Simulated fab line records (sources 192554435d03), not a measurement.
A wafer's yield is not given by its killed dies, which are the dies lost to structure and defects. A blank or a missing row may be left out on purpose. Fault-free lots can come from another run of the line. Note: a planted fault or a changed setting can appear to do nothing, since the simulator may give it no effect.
Matching of chambers    flow n5 finfet    N5_HKMG_FIN_HK_ALD_01 on ald hk-03: 4 sister chambers
The step deposits HfO2, target thk 1.6 nm, pulse time 3 s, purge time 3 s. 14 wafers are shown with their chamber, then 7 later ones without.

## WAFERS PAIRED WITH THEIR CHAMBERS
wafer   chamber  precursor pulse height rel
L077.2  3        0.965
L077.3  0        0.989
L077.4  2        1.012
L086.3  2        1.021
L086.4  0        1.021
L086.6  1        0.969
L087.1  1        0.989
L087.2  3        0.984
L087.5  3        0.973
L088.3  1        1.041
L088.4  0        0.991
L088.6  2        0.981
L091.1  3        1.015
L091.4  2        1.013

SIGNATURES (averages over the wafers above)
reading                     chamber 0  chamber 1  chamber 2  chamber 3  scatter within a chamber
precursor pulse height rel  1.00033    0.99967    1.00675    0.98425    0.024
Rule: distance of a wafer from a chamber = root of the sum over the readings of ((wafer's reading minus chamber's mean) / reading's scatter) squared. The wafer belongs to the nearest chamber; if the next one is less than 2 further off, it can't be placed. The scatter: take each reading less its chamber's mean, square it, sum over the shown wafers, divide by the number of wafers less the number of chambers, and take the root.

## WAFERS WHOSE CHAMBER IS MISSING
wafer   precursor pulse height rel
L091.5  0.988
L093.1  1.000
L093.3  0.984
L093.4  0.992
L094.2  0.984
L094.3  0.986
L094.6  0.996

## WHICH CHAMBER EACH WENT THROUGH
wafer   from the rows above                in truth
L091.5  can't be placed: 3 or 1 or 0 or 2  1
L093.1  can't be placed: 0 or 1 or 2 or 3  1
L093.3  can't be placed: 3 or 1 or 0 or 2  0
L093.4  can't be placed: 1 or 3 or 0 or 2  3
L094.2  can't be placed: 3 or 1 or 0 or 2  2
L094.3  can't be placed: 3 or 1 or 0 or 2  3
L094.6  can't be placed: 1 or 0 or 2 or 3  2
Correctly placed: 0 of 7. From these rows, 7 cannot be placed; in 7 the true chamber is one of the candidates. Number placed wrongly: 0.
